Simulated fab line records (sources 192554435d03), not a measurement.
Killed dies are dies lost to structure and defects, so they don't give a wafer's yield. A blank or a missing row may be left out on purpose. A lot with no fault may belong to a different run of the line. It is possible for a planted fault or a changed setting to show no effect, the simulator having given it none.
Chamber matching ; flow n5_finfet ; N5_BEOL_M13_ILD_DEP_00 on pecvd-02: 3 sister chambers
The step deposits SiOC from DEMS/O2, target thk 837.92 nm, time 166.4 s. 6 wafers are shown with their chamber, then 7 later ones without.

EACH WAFER AND ITS CHAMBER
wafer;chamber;showerhead_vpp_V (V);throttle_valve_pct (%)
L079.2;0;1574;12.2
L080.1;2;1530;11.4
L080.5;0;1583;12.4
L080.6;1;1422;11.4
L084.1;2;1544;11.5
L084.2;1;1395;11.4

WAFERS WITH NO CHAMBER GIVEN
wafer;showerhead_vpp_V (V);throttle_valve_pct (%)
L084.6;1385;11.5
L085.3;1587;12.4
L085.4;1604;12.3
L085.5;1552;11.4
L097.2;1394;11.7
L097.3;1585;11.9
L097.4;1557;11.5

THE CHAMBER EACH PASSED THROUGH
wafer;from the rows above;in truth
L084.6;1;1
L085.3;0;0
L085.4;0;0
L085.5;2;2
L097.2;1;1
L097.3;can't be placed: 0 or 2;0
L097.4;2;2
Correct placement for 6 of the 7. Can't be placed from these rows: 1 (the true chamber is among the candidates in 1). Number placed wrongly: 0.
How it was worked out, from the rows above alone: a wafer's distance from a chamber is the root of the sum, over the readings, of the square of ((its reading less the chamber's mean) divided by the reading's scatter). If the next closest chamber is less than 2 further off than the closest, the wafer can't be placed; otherwise it belongs to the closest. For every chamber, the mean is computed from those of its wafers that are shown. The scatter: the root of (the sum of the squares of (reading less its chamber's mean) over the shown wafers, divided by (wafers less chambers)).
